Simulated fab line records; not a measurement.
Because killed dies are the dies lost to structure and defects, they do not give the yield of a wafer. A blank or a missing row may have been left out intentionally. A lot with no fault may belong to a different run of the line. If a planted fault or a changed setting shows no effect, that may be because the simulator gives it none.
Split-lot trial / flow n5Finfet / route with 1938 steps; 7 lots, 39 wafers read

== ON THE SPLIT ==
At N5_DUMMY_GATE_ETCH_32 (etches SiO2 in CF4, target depth 3.5 nm, time 3.9 s), the setting timeS was moved away from the recipe's 3.9 s on 12 of the 39 wafers read, by -23.2% to +16.9%. The other wafers ran this setting at the recipe's value.

Reading taken at the split's own step.

== THE READING ==
etch.depthNm (the simulator's own value, which no gauge read), in nm, at N5_DUMMY_GATE_ETCH_32 (etches SiO2 in CF4, target depth 3.5 nm, time 3.9 s). The file does not state a usual value for it. Across the 27 wafers here that went through the recipe, the average is 3.502 nm and the standard deviation 0.13 nm.

wafer=L074.1; tool, chamber at the split=rieSi-06, 0; timeS as run, s=3.9; against the recipe=recipe; etch.depthNm, nm=3.427; against lot-mates on the recipe=-
wafer=L074.2; tool, chamber at the split=rieSi-06, 2; timeS as run, s=4.413; against the recipe=+13.2%; etch.depthNm, nm=3.933; against lot-mates on the recipe=+0.481
wafer=L074.3; tool, chamber at the split=rieSi-06, 1; timeS as run, s=4.413; against the recipe=+13.2%; etch.depthNm, nm=3.852; against lot-mates on the recipe=+0.400
wafer=L074.4; tool, chamber at the split=rieSi-06, 3; timeS as run, s=3.9; against the recipe=recipe; etch.depthNm, nm=3.543; against lot-mates on the recipe=-
wafer=L074.5; tool, chamber at the split=rieSi-06, 2; timeS as run, s=4.413; against the recipe=+13.2%; etch.depthNm, nm=3.93; against lot-mates on the recipe=+0.478
wafer=L074.6; tool, chamber at the split=rieSi-06, 1; timeS as run, s=3.9; against the recipe=recipe; etch.depthNm, nm=3.385; against lot-mates on the recipe=-
wafer=L078.2; tool, chamber at the split=rieSi-01, 3; timeS as run, s=3.9; against the recipe=recipe; etch.depthNm, nm=3.529; against lot-mates on the recipe=-
wafer=L078.3; tool, chamber at the split=rieSi-01, 1; timeS as run, s=3.9; against the recipe=recipe; etch.depthNm, nm=3.392; against lot-mates on the recipe=-
wafer=L078.6; tool, chamber at the split=rieSi-01, 3; timeS as run, s=3.9; against the recipe=recipe; etch.depthNm, nm=3.505; against lot-mates on the recipe=-
wafer=L080.1; tool, chamber at the split=rieSi-04, 2; timeS as run, s=3.9; against the recipe=recipe; etch.depthNm, nm=3.539; against lot-mates on the recipe=-
wafer=L080.2; tool, chamber at the split=rieSi-04, 1; timeS as run, s=3.9; against the recipe=recipe; etch.depthNm, nm=3.301; against lot-mates on the recipe=-
wafer=L080.3; tool, chamber at the split=rieSi-04, 3; timeS as run, s=3.9; against the recipe=recipe; etch.depthNm, nm=3.547; against lot-mates on the recipe=-
wafer=L080.4; tool, chamber at the split=rieSi-04, 0; timeS as run, s=3.9; against the recipe=recipe; etch.depthNm, nm=3.732; against lot-mates on the recipe=-
wafer=L080.5; tool, chamber at the split=rieSi-04, 0; timeS as run, s=3.9; against the recipe=recipe; etch.depthNm, nm=3.711; against lot-mates on the recipe=-
wafer=L080.6; tool, chamber at the split=rieSi-04, 1; timeS as run, s=3.9; against the recipe=recipe; etch.depthNm, nm=3.307; against lot-mates on the recipe=-
wafer=L084.1; tool, chamber at the split=rieSi-01, 2; timeS as run, s=3.9; against the recipe=recipe; etch.depthNm, nm=3.634; against lot-mates on the recipe=-
wafer=L084.2; tool, chamber at the split=rieSi-01, 1; timeS as run, s=3.9; against the recipe=recipe; etch.depthNm, nm=3.411; against lot-mates on the recipe=-
wafer=L084.3; tool, chamber at the split=rieSi-01, 3; timeS as run, s=3.9; against the recipe=recipe; etch.depthNm, nm=3.493; against lot-mates on the recipe=-
wafer=L084.4; tool, chamber at the split=rieSi-01, 0; timeS as run, s=3.9; against the recipe=recipe; etch.depthNm, nm=3.541; against lot-mates on the recipe=-
wafer=L084.5; tool, chamber at the split=rieSi-01, 3; timeS as run, s=3.9; against the recipe=recipe; etch.depthNm, nm=3.521; against lot-mates on the recipe=-
wafer=L084.6; tool, chamber at the split=rieSi-01, 0; timeS as run, s=3.9; against the recipe=recipe; etch.depthNm, nm=3.534; against lot-mates on the recipe=-
wafer=L090.1; tool, chamber at the split=rieSi-04, 3; timeS as run, s=3.9; against the recipe=recipe; etch.depthNm, nm=3.532; against lot-mates on the recipe=-
wafer=L090.2; tool, chamber at the split=rieSi-04, 2; timeS as run, s=4.56; against the recipe=+16.9%; etch.depthNm, nm=4.099; against lot-mates on the recipe=+0.654
wafer=L090.3; tool, chamber at the split=rieSi-04, 1; timeS as run, s=3.9; against the recipe=recipe; etch.depthNm, nm=3.303; against lot-mates on the recipe=-
wafer=L090.4; tool, chamber at the split=rieSi-04, 0; timeS as run, s=4.56; against the recipe=+16.9%; etch.depthNm, nm=4.326; against lot-mates on the recipe=+0.881
wafer=L090.5; tool, chamber at the split=rieSi-04, 2; timeS as run, s=3.9; against the recipe=recipe; etch.depthNm, nm=3.501; against lot-mates on the recipe=-
wafer=L090.6; tool, chamber at the split=rieSi-04, 3; timeS as run, s=4.56; against the recipe=+16.9%; etch.depthNm, nm=4.15; against lot-mates on the recipe=+0.705
wafer=L092.1; tool, chamber at the split=rieSi-01, 3; timeS as run, s=3.228; against the recipe=-17.2%; etch.depthNm, nm=2.958; against lot-mates on the recipe=-0.487
wafer=L092.2; tool, chamber at the split=rieSi-01, 1; timeS as run, s=3.9; against the recipe=recipe; etch.depthNm, nm=3.396; against lot-mates on the recipe=-
wafer=L092.3; tool, chamber at the split=rieSi-01, 0; timeS as run, s=3.9; against the recipe=recipe; etch.depthNm, nm=3.532; against lot-mates on the recipe=-
wafer=L092.4; tool, chamber at the split=rieSi-01, 2; timeS as run, s=3.228; against the recipe=-17.2%; etch.depthNm, nm=3.023; against lot-mates on the recipe=-0.422
wafer=L092.5; tool, chamber at the split=rieSi-01, 1; timeS as run, s=3.9; against the recipe=recipe; etch.depthNm, nm=3.408; against lot-mates on the recipe=-
wafer=L092.6; tool, chamber at the split=rieSi-01, 2; timeS as run, s=3.228; against the recipe=-17.2%; etch.depthNm, nm=2.994; against lot-mates on the recipe=-0.451
wafer=L093.1; tool, chamber at the split=rieSi-04, 2; timeS as run, s=2.994; against the recipe=-23.2%; etch.depthNm, nm=2.696; against lot-mates on the recipe=-0.910
wafer=L093.2; tool, chamber at the split=rieSi-04, 0; timeS as run, s=3.9; against the recipe=recipe; etch.depthNm, nm=3.734; against lot-mates on the recipe=-
wafer=L093.3; tool, chamber at the split=rieSi-04, 1; timeS as run, s=2.994; against the recipe=-23.2%; etch.depthNm, nm=2.574; against lot-mates on the recipe=-1.032
wafer=L093.4; tool, chamber at the split=rieSi-04, 3; timeS as run, s=2.994; against the recipe=-23.2%; etch.depthNm, nm=2.756; against lot-mates on the recipe=-0.850
wafer=L093.5; tool, chamber at the split=rieSi-04, 0; timeS as run, s=3.9; against the recipe=recipe; etch.depthNm, nm=3.741; against lot-mates on the recipe=-
wafer=L093.6; tool, chamber at the split=rieSi-04, 1; timeS as run, s=3.9; against the recipe=recipe; etch.depthNm, nm=3.343; against lot-mates on the recipe=-

FIT RESULTS
A straight line over all 39 wafers: etch.depthNm changes by +0.0348 nm for each +1% of timeS; r = +0.95; the points scatter about the line by 0.12 nm.
The same after taking each lot's own level away (the mean of its wafers on the recipe; 39 wafers): +0.0372 nm for each +1%; r = +0.95; scatter 0.12 nm.
The reading moves by 0.86 nm for the largest change in timeS, on that fit.
Measured against the standard deviation above, the lots' own levels, which go from 3.4453 to 3.6060 nm, span 1.3 times it.
Hence the lot-to-lot level has little effect on the slope; both slopes agree.
Check: with one of the wafers moved furthest among these (-23.2%) left out of the fit, the line predicts -0.837 nm for it against its lot-mates. Against them it came out at -0.91 nm.

== OTHER SPLITS ON THESE WAFERS ==
Other splits were also applied to these wafers ahead of the reading. Each is held against what the fit with the lots' levels taken away leaves over:
other split on the same wafers=N5_WELL_APT_IMPLANT_14 energyKev; wafers away from the commonest value=9; r with etch.depthNm (lot level and that fit taken away)=-0.04

== THE FILE'S OWN FIT ==
etch.depthNm changes by +0.0371 nm for each +1% of timeS, r = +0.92.
